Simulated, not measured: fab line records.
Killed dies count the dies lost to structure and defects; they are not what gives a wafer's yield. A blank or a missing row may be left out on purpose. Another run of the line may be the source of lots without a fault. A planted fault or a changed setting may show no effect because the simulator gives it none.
Chamber matching | flow n5Finfet | N5_GATE_CUT_ETCH_37 on rieDiel-04 has 4 sister chambers
The step etches SOC in N2/H2, target depth 60 nm, overetch 12 nm, time 90 s. 16 wafers are shown with their chamber, then 8 later ones without.

EACH WAFER AND ITS CHAMBER
wafer  | chamber | drypumpMotorCurrentA (A) | showerheadPlenumPTorr (Torr) | throttleValvePct (%)
L076.1 | 2       | 6.1                      | 2.52                         | 17.98
L076.3 | 1       | 5.4                      | 2.60                         | 17.98
L076.4 | 3       | 6.7                      | 2.42                         | 17.56
L077.1 | 3       | 6.8                      | 2.42                         | 17.57
L077.3 | 0       | 5.4                      | 2.66                         | 18.01
L077.6 | 3       | 6.8                      | 2.42                         | 17.55
L081.1 | 3       | 6.8                      | 2.42                         | 17.56
L081.2 | 0       | 5.4                      | 2.66                         | 18.02
L081.5 | 3       | 6.8                      | 2.42                         | 17.58
L082.1 | 1       | 5.4                      | 2.60                         | 18.00
L082.5 | 0       | 5.4                      | 2.66                         | 18.01
L082.6 | 3       | 6.8                      | 2.42                         | 17.56
L085.2 | 3       | 6.8                      | 2.41                         | 17.59
L085.4 | 0       | 5.4                      | 2.65                         | 18.02
L085.6 | 2       | 6.1                      | 2.51                         | 18.02
L086.1 | 0       | 5.3                      | 2.65                         | 18.03

SIGNATURES (means of the wafers above)
reading               | chamber 0 | chamber 1 | chamber 2 | chamber 3 | scatter within a chamber
drypumpMotorCurrentA  | 5.380     | 5.400     | 6.100     | 6.786     | 0.0372
showerheadPlenumPTorr | 2.6560    | 2.6000    | 2.5150    | 2.4186    | 0.00462
throttleValvePct      | 18.0180   | 17.9900   | 18.0000   | 17.5671   | 0.0142
Rule: distance of a wafer from a chamber = root of the sum over the readings of ((wafer's reading minus chamber's mean) / reading's scatter) squared. The wafer belongs to the nearest chamber; if the next one is less than 2 further off, it can't be placed. How the scatter is found: for the shown wafers, subtract from each reading the mean of its chamber, square and add these, divide the total by (wafers less chambers), then take the root.

WAFERS WHOSE CHAMBER IS MISSING
wafer  | drypumpMotorCurrentA (A) | showerheadPlenumPTorr (Torr) | throttleValvePct (%)
L086.2 | 6.7                      | 2.41                         | 17.59
L086.3 | 6.1                      | 2.51                         | 18.02
L088.1 | 6.7                      | 2.41                         | 17.61
L088.4 | 6.1                      | 2.51                         | 18.01
L088.6 | 6.8                      | 2.41                         | 17.60
L094.1 | 6.8                      | 2.41                         | 17.62
L094.3 | 5.4                      | 2.65                         | 18.06
L094.4 | 5.4                      | 2.59                         | 17.61

THE CHAMBER EACH PASSED THROUGH
wafer  | from the rows above | in truth
L086.2 | 3                   | 3
L086.3 | 2                   | 2
L088.1 | 3                   | 3
L088.4 | 2                   | 2
L088.6 | 3                   | 3
L094.1 | 3                   | 3
L094.3 | 0                   | 0
L094.4 | 1                   | 1
Correct placement for 8 of the 8. From these rows, 0 cannot be placed. 0 placed wrongly.
